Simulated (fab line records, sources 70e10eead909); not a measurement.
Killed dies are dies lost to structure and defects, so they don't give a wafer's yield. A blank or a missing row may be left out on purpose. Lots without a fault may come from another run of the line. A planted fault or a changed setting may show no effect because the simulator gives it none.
Chamber matching | flow nand_harc | NHARC_P_M0_DEP_32 on pecvd-03: 3 sister chambers
The step deposits SiCN, target thk 30 nm. 6 wafers are shown with their chamber, then 9 later ones without.

WAFERS WITH THEIR CHAMBER
wafer  | chamber | heater_power_w (W)
L079.4 | 0       | 497
L083.4 | 0       | 528
L089.6 | 2       | 401
L091.2 | 1       | 629
L091.5 | 2       | 428
L091.6 | 1       | 622

WAFERS WITHOUT THEIR CHAMBER
wafer  | heater_power_w (W)
L094.1 | 530
L094.3 | 466
L094.5 | 586
L096.1 | 548
L096.2 | 470
L096.4 | 464
L097.1 | 475
L097.3 | 554
L097.5 | 548

WHICH CHAMBER EACH WENT THROUGH
wafer  | from the rows above     | in truth
L094.1 | 0                       | 0
L094.3 | can't be placed: 0 or 2 | 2
L094.5 | can't be placed: 1 or 0 | 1
L096.1 | 0                       | 0
L096.2 | can't be placed: 0 or 2 | 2
L096.4 | can't be placed: 0 or 2 | 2
L097.1 | can't be placed: 0 or 2 | 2
L097.3 | can't be placed: 0 or 1 | 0
L097.5 | 0                       | 0
Placed correctly: 3 of 9. Can't be placed from these rows: 6 (the true chamber is among the candidates in 6). Placed wrongly: 0.
How it was worked out, from the rows above alone: a wafer's distance from a chamber is the root of the sum, over the readings, of the square of ((its reading less the chamber's mean) divided by the reading's scatter). The wafer belongs to the nearest chamber; if the next one is less than 2 further off, it can't be placed. A chamber's mean is the mean of its shown wafers. The scatter: the root of (the sum of the squares of (reading less its chamber's mean) over the shown wafers, divided by (wafers less chambers)).
